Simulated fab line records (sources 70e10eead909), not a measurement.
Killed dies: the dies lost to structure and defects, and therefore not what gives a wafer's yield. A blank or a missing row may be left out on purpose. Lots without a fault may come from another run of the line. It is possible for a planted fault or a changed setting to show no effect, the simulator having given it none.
Chamber matching	flow nandHarc	4 sister chambers for NHARC_A_STAIRCASE_TRIM_229 on rieDiel-01
The step chemistry O2, time 211.2 s. 4 wafers are shown with their chamber, then 7 later ones without.

## WAFERS, EACH WITH ITS CHAMBER
wafer	chamber	drypumpMotorCurrentA (A)
L172.5	3	5.4
L174.1	0	5.9
L174.2	2	6.2
L174.4	1	4.7

## WAFERS WITHOUT THEIR CHAMBER
wafer	drypumpMotorCurrentA (A)
L177.1	5.3
L177.3	6.2
L177.4	4.8
L182.2	5.4
L182.3	6.2
L183.1	5.4
L183.2	6.2

## EACH ONE'S CHAMBER
wafer	from the rows above	in truth
L177.1	3	3
L177.3	2	2
L177.4	1	1
L182.2	3	3
L182.3	2	2
L183.1	3	3
L183.2	2	2
Correct placement for 7 of the 7. Left unplaced by these rows: 0. Number placed wrongly: 0.
How it was worked out, from the rows above alone: a wafer's distance from a chamber is the root of the sum, over the readings, of the square of ((its reading less the chamber's mean) divided by the reading's scatter). If the next closest chamber is less than 2 further off than the closest, the wafer can't be placed; otherwise it belongs to the closest. For every chamber, the mean is computed from those of its wafers that are shown. The scatter: with one shown wafer a chamber, the root of the mean of the squares of how far each hidden wafer lies from its nearest shown one.
